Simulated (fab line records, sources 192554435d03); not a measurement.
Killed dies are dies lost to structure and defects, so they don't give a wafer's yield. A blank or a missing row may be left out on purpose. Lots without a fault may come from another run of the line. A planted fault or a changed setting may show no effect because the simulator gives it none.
Problem report in the 8D (eight disciplines) form, filled by code | flow n5_finfet | the parts of the form that need people (team, actions taken, sign-off) are left out

1. THE PROBLEM
trench_depth_nm at N5_STI_FIN_REVEAL_FIN_H_MEAS_10 reads a mean of 48.1 nm on 1 wafer of 1 lot; wafers without a fault read 51.7 nm with a standard deviation of 0.9. That is -4.0 standard deviations from the usual mean.
First seen on wafer L913.2, day 7 00:37, on ocd-02. The record holds 33 wafers of 11 lots with a number at this step. Rule for "out", or "out of limits": more than 4 standard deviations from the usual mean. The other wafers with a number count as sound.

2. WHAT IT IS AND WHAT IT IS NOT
question                    | is               | is not
which readings at this step | trench_depth_nm  | -
which lots                  | L913             | L896, L897, L898, L900, L902, L907, L908, L916, L917, L918
which wafers of those lots  | L913.2           | L913.1, L913.3
read on which gauges        | ocd-02           | ocd-01
when                        | from day 7 00:37 | up to then (23 sound wafers); but 9 sound wafers of L916, L917, L918 came after

3. SUSPECTS, AND WHAT RULES EACH OUT
Counting: a tool at a process step up to the reading stays a suspect if it ran every lot that is out. Sound lots after the first of them don't rule it out here, since some wafers of a struck lot are sound.
- the gauge at N5_STI_FIN_REVEAL_FIN_H_MEAS_10: kept. All the wafers that are out were read on ocd-02, and no step on other tools shows them out.
- vapor_etch-02 at N5_FIN_CUT_PRECLEAN_35 (cleans in vHF, time 13.3 s): kept. It ran the lot that is out, L913 (day 6 15:37); its last sound lot up to then is L907 (day 5 05:37).
- rie_si-04 at N5_FIN_CUT_CUT_ETCH_28 (etches Si in HBr/Cl2/O2, target depth 6 nm, time 2.4 s): kept. It ran the lot that is out, L913 (day 6 15:44); its last sound lot up to then is L900 (day 3 10:50).
- vapor_etch-02 at N5_STI_FIN_REVEAL_RECESS_09 (chemistry HF/NH3, target SiO2, afs cycles 11, target depth 42.5 nm, sublimation time 60 s): kept. It ran the lot that is out, L913 (day 6 21:55); its last sound lot up to then is L908 (day 5 16:37).
- Within vapor_etch-02 at N5_FIN_CUT_PRECLEAN_35: the wafers that are out ran in chamber 0; their sound lot-mates ran in chamber 1.
- Within rie_si-04 at N5_FIN_CUT_CUT_ETCH_28: the wafers that are out ran in chamber 3; their sound lot-mates ran in chambers 0, 1.
- Within vapor_etch-02 at N5_STI_FIN_REVEAL_RECESS_09: the wafers that are out ran in chamber 0; their sound lot-mates ran in chamber 1.
Left after counting: vapor_etch-02 at N5_FIN_CUT_PRECLEAN_35, rie_si-04 at N5_FIN_CUT_CUT_ETCH_28, vapor_etch-02 at N5_STI_FIN_REVEAL_RECESS_09, ocd-02 at N5_STI_FIN_REVEAL_FIN_H_MEAS_10.

4. THE CAUSE (what the simulator had put in)
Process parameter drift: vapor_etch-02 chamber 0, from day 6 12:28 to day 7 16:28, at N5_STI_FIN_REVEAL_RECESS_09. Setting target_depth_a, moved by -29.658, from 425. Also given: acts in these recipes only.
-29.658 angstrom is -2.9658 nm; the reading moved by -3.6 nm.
Counting left 4 suspects, and this tool is among them.

5. THE CHAIN OF EFFECTS, in route order
Each row: a reading whose mean over the struck wafers that have a number lies more than 3 standard deviations from the usual. Only readings for which the record gives a usual standard deviation are gone through. hours: the time from each lot's start at the first step in this table that gives one to its start at this step, as a median over the lots. sigmas: the change in usual standard deviations.
hours | step                            | reading         | usual   | on struck wafers | change | sigmas
0     | N5_STI_FIN_REVEAL_FIN_H_MEAS_10 | trench_depth_nm | 51.7 nm | 48.1             | -3.6   | -4.0

6. WHAT WOULD HAVE CAUGHT IT SOONER
In this record the first reading out of limits at a measuring or inspecting step was taken at day 7 00:37, 12 hours after the fault began at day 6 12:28.
Of the tool readings at N5_STI_FIN_REVEAL_RECESS_09 for which the record gives a usual standard deviation, none was out on any struck wafer, so an alarm limit of 4 standard deviations on them would not have fired.
All the lots that are out (1) had begun N5_STI_FIN_REVEAL_RECESS_09 on vapor_etch-02 by day 7 00:37. A hold on the tool at that time would have spared none of them.
